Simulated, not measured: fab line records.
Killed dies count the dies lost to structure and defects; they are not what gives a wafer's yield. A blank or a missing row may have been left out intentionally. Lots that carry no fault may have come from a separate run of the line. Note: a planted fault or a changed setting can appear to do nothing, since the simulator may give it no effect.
Struck lot and sound lot, side by side | flow n5Finfet | 15 out of 1938 route steps
Sound: the wafers L785.2, L785.5, L785.6. Wafers L779.1, L779.4, L779.6 were the ones struck. Last of all comes the cause.
Order at every step that has rows: each side's tool, ch and its chambers, its first start. Under that, the readings that differ: sound wafers | struck wafers | difference of the means | sigmas: that difference in standard deviations of wafers without a fault.
alike: same words and numbers on both sides, and readings whose means sit less than 2 such deviations apart. not compared: any withheld reading, any reading some wafer has no value for, any bound like >300 that may hide the same value, and any number with overlapping values for which the record gives no deviation.
A row with sigmas, a row that says differs or no value, or rows on one side alone: a step with any of these is where the two part. Non-overlapping numbers with no deviation appear without sigmas and do not part them. A reading missing from all wafers of one side parts the sides only when that side holds two or more wafers.

N5_ZERO_LAYER_PECVD_02: deposits SiO2 from SiH4/N2O, target thk 10 nm, time 6 s.
  sound on pecvd-04 ch 0,1,2, day 6 00:17; struck on pecvd-01 ch 1,2, day 4 12:17
  alike: heaterPowerW, showerheadPlenumPTorr
then, 8 steps without rows for these wafers: N5_ZERO_LAYER_HMDS_04 (time 60 s); N5_ZERO_LAYER_COAT_05 (resist thk 1000 nm); N5_ZERO_LAYER_EBR_07; N5_ZERO_LAYER_SOFTBAKE_06 (time 90 s); N5_ZERO_LAYER_EXPOSE_08 (exposes mask ZERO, defocus 0 nm, target cd 2000 nm); N5_ZERO_LAYER_PEB_09; N5_ZERO_LAYER_DEVELOP_10 (develop time 60 s); N5_ZERO_LAYER_HARDBAKE_23 (time 120 s).
N5_ZERO_LAYER_CD_MEAS_11: target cd 2000 nm.
  sound on cdSem-03 ch 0, day 6 00:38; struck on cdSem-01 ch 0, day 4 12:38
  alike: cdNm
N5_ZERO_LAYER_DESCUM_16: chemistry O2, time 7.9 s.
  sound on rieDiel-02 ch 0,2,3, day 6 00:41; struck on rieDiel-01 ch 0,2,3, day 4 12:47
  alike: drypumpMotorCurrentA, oesProductAu, rfVppV, showerheadPlenumPTorr, throttleValvePct
  not compared: rfHoursCounterH
N5_ZERO_LAYER_ETCH_17: etches SiO2 in CF4, target depth 12 nm, time 13.3 s.
  sound on rieDiel-02 ch 0,2,3, day 6 00:43; struck on rieDiel-01 ch 0,2,3, day 4 12:49
  alike: drypumpMotorCurrentA, mfcArSccm, oesProductAu, rfFwdPowerW, rfVppV, showerheadPlenumPTorr, throttleValvePct
  not compared: rfHoursCounterH
N5_ZERO_LAYER_ETCH_18: etches Si in HBr/Cl2, target depth 120 nm, time 40 s.
  sound on rieSi-04 ch 0,1, day 6 00:47; struck on rieSi-06 ch 1,3, day 4 12:53
reading                              | sound             | struck            | difference | sigmas
rfFwdPowerW (W)                      | 793.5 796.6 794.1 | 605.4 607.6 605.0 | -188.7     | -79
model.etch.depthNm (nm)              | 117 119.4 115.9   | 102.2 105.1 102.8 | -14.1      | 
model.ZERO_LAYER.featureDepthNm (nm) | 117 119.4 115.9   | 102.2 105.1 102.8 | -14.1      | 
  alike: HBr_flow_sccm, drypumpMotorCurrentA, oesProductAu, throttleValvePct
  not compared: rfHoursCounterH
N5_ZERO_LAYER_STRIP_24: strips in O2.
  sound on plasmaAsher-01 ch 0,1, day 6 00:53; struck on plasmaAsher-01 ch 0,1, day 4 12:59
reading                  | sound             | struck            | difference | sigmas
stripTimeToEndpointS (s) | 43.82 43.85 43.75 | 44.20 44.05 44.05 | +0.29      | +4
  alike: drypumpMotorCurrentA, heaterPowerW, oesProductAu
  not compared: rfHoursCounterH
-- a jump in the record: the struck wafers' starts before and after are 6 days apart (it breaks off in module ZERO_LAYER and resumes in module BEOL_M4, where the first step shown is number 1111 of the route) --
N5_BEOL_M4_RC_MEAS_101:
  sound on prober-02 ch 0, day 13 08:17; struck on prober-02 ch 0, day 10 21:06
reading       | sound       | struck      | difference | sigmas
ION_P (uA/um) | 443 463 441 | 472 476 465 | +22        | +2
  alike: DIBL_N, DIBL_P, IOFF_N, IOFF_P, ION_N, SS_N, SS_P, VT_N, VT_P

WHERE THEY PART
Last at N5_BEOL_M4_RC_MEAS_101 as far as this record goes, first at N5_ZERO_LAYER_ETCH_18.

WHY: whatever the simulator had introduced
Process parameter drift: rieSi-06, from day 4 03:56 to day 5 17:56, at N5_ZERO_LAYER_ETCH_18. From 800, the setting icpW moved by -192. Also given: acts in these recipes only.
